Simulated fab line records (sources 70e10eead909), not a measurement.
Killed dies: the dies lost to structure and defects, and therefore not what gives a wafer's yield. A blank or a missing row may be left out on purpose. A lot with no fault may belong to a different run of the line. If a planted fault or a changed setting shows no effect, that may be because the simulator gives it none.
Matching of chambers + flow nand harc + NHARC_P_BONDPAD_ETCH_24 on rie diel-04: 4 sister chambers
The step etches the open film in CF4/N2, target depth 30 nm, time 72.99 s. 8 wafers are shown with their chamber, then 8 later ones without.

## WAFERS WITH THEIR CHAMBER
| wafer  | chamber | run length s (s) | rf vpp V (V) |
|--------|---------|------------------|--------------|
| L450.1 | 3       | 94.8             | 313.1        |
| L452.2 | 0       | 94.5             | 312.1        |
| L452.4 | 1       | 94.1             | 314.6        |
| L452.6 | 0       | 94.4             | 312.2        |
| L453.1 | 3       | 95.1             | 311.9        |
| L453.3 | 1       | 94.4             | 315.7        |
| L453.4 | 2       | 95.2             | 311.4        |
| L455.1 | 2       | 95.2             | 310.7        |

## WAFERS WHOSE CHAMBER IS MISSING
| wafer  | run length s (s) | rf vpp V (V) |
|--------|------------------|--------------|
| L455.3 | 95.0             | 312.5        |
| L455.6 | 95.3             | 313.0        |
| L458.1 | 94.7             | 310.1        |
| L458.3 | 94.0             | 314.2        |
| L458.5 | 94.3             | 314.0        |
| L461.2 | 94.2             | 311.5        |
| L461.3 | 94.8             | 309.4        |
| L461.4 | 93.9             | 313.4        |

## CHAMBER TAKEN BY EACH
| wafer  | from the rows above          | in truth |
|--------|------------------------------|----------|
| L455.3 | 3                            | 3        |
| L455.6 | can't be placed: 3 or 2      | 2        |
| L458.1 | can't be placed: 2 or 0 or 3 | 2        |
| L458.3 | 1                            | 1        |
| L458.5 | can't be placed: 1 or 0      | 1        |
| L461.2 | 0                            | 0        |
| L461.3 | can't be placed: 2 or 0 or 3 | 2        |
| L461.4 | can't be placed: 1 or 0      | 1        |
Correct placement for 3 of the 8. Can't be placed from these rows: 5 (the true chamber is among the candidates in 5). Number placed wrongly: 0.
How it was worked out, from the rows above alone: a wafer's distance from a chamber is the root of the sum, over the readings, of the square of ((its reading less the chamber's mean) divided by the reading's scatter). The wafer belongs to the nearest chamber; if the next one is less than 2 further off, it can't be placed. A chamber's mean is the mean of its shown wafers. The scatter is the square root of a quotient: the sum, over the shown wafers, of each reading's squared deviation from its chamber's mean, divided by wafers minus chambers.
